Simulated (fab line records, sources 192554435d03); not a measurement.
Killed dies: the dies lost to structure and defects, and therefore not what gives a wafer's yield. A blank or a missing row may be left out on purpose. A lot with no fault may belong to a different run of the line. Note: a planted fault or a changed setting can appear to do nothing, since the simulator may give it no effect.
Split-lot trial | flow n5Finfet | 7 lots, 21 wafers read, on a route of 1938 steps

== ON THE SPLIT ==
At N5_HKMG_FIN_COAT_42 (time 60 s, resist thk 35 nm), the setting spinRpm was moved away from the recipe's 1500 rpm on 10 of the 21 wafers read, by -4.4% to +10.1%. For the rest of the wafers, this setting stayed at what the recipe calls for.

Reading taken at the split's own step.

== THE READING ==
SiARC_of_HKMG_FIN_COAT_42.thkNm (the simulator's own value, which no gauge read), in nm, at N5_HKMG_FIN_COAT_42 (time 60 s, resist thk 35 nm). The file gives no usual value for it. Average 35.1 nm, standard deviation 0.12 nm, over the 11 wafers here run with the recipe.

wafer  | tool, chamber at the split | spinRpm as run, rpm | against the recipe | SiARC_of_HKMG_FIN_COAT_42.thkNm, nm | against lot-mates on the recipe
L074.2 | lithoTrack-02, 0           | 1616                | +7.7%              | 33.8                                | -1.2
L074.3 | lithoTrack-02, 0           | 1616                | +7.7%              | 33.8                                | -1.2
L074.5 | lithoTrack-02, 0           | 1500                | recipe             | 35                                  | -
L076.1 | lithoTrack-03, 0           | 1434                | -4.4%              | 35.8                                | no lot-mate on the recipe
L076.4 | lithoTrack-03, 0           | 1434                | -4.4%              | 35.8                                | no lot-mate on the recipe
L076.6 | lithoTrack-03, 0           | 1434                | -4.4%              | 35.8                                | no lot-mate on the recipe
L077.1 | lithoTrack-03, 0           | 1500                | recipe             | 35                                  | -
L077.3 | lithoTrack-03, 0           | 1652                | +10.1%             | 33.4                                | -1.7
L077.5 | lithoTrack-03, 0           | 1500                | recipe             | 35.2                                | -
L082.2 | lithoTrack-04, 0           | 1453                | -3.1%              | 35.4                                | +0.4
L082.3 | lithoTrack-04, 0           | 1453                | -3.1%              | 35.6                                | +0.6
L082.6 | lithoTrack-04, 0           | 1500                | recipe             | 35                                  | -
L086.1 | lithoTrack-03, 0           | 1500                | recipe             | 35.2                                | -
L086.2 | lithoTrack-03, 0           | 1500                | recipe             | 35                                  | -
L086.5 | lithoTrack-03, 0           | 1500                | recipe             | 35                                  | -
L091.1 | lithoTrack-02, 0           | 1500                | recipe             | 35                                  | -
L091.2 | lithoTrack-02, 0           | 1500                | recipe             | 35.2                                | -
L091.6 | lithoTrack-02, 0           | 1500                | recipe             | 35.2                                | -
L097.1 | lithoTrack-03, 0           | 1612                | +7.5%              | 33.6                                | -1.2
L097.5 | lithoTrack-03, 0           | 1612                | +7.5%              | 33.6                                | -1.2
L097.4 | lithoTrack-03, 0           | 1500                | recipe             | 34.8                                | -

THE FIT
A straight line over all 21 wafers: SiARC_of_HKMG_FIN_COAT_42.thkNm changes by -0.171 nm for each +1% of spinRpm; r = -0.99; the points scatter about the line by 0.12 nm.
The same after taking each lot's own level away (the mean of its wafers on the recipe; 18 wafers): -0.161 nm for each +1%; r = -0.99; scatter 0.08 nm.
That fit puts the effect of the largest move of spinRpm on the reading at 1.6 nm.
The lots' own levels span 34.80 to 35.13 nm, that is 2.7 times the standard deviation above.
The two slopes agree, so the slope changes little with the lot-to-lot level.
Check: with one of the wafers moved furthest among these (+10.1%) left out of the fit, the line predicts -1.6 nm for it against its lot-mates. It came out at -1.7 nm against them.

== FURTHER SPLITS ON THESE WAFERS ==
These wafers also went through other splits before the reading. Each is held against what the fit with the lots' levels taken away leaves over:
other split on the same wafers   | wafers away from the commonest value | r with SiARC_of_HKMG_FIN_COAT_42.thkNm (lot level and that fit taken away)
N5_FIN_CUT_EXPOSE_05 doseMj      | 8                                    | +0.20
N5_DUMMY_GATE_COAT_35 spinRpm    | 4                                    | +0.02
N5_DUMMY_GATE_EXPOSE_12 doseMj   | 5                                    | +0.11
N5_SD_EPI_P_EXPOSE_06 doseMj     | 7                                    | -0.10
N5_SD_EPI_P_PEB_07 pebTimeS      | 10                                   | -0.03
N5_SD_EPI_P_ETCH_16 targetDepthA | 9                                    | -0.05
N5_SD_EPI_P_EPI_21 timeS         | 11                                   | -0.31

== FILE'S OWN FIT ==
SiARC_of_HKMG_FIN_COAT_42.thkNm changes by -0.162 nm for each +1% of spinRpm, r = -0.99.
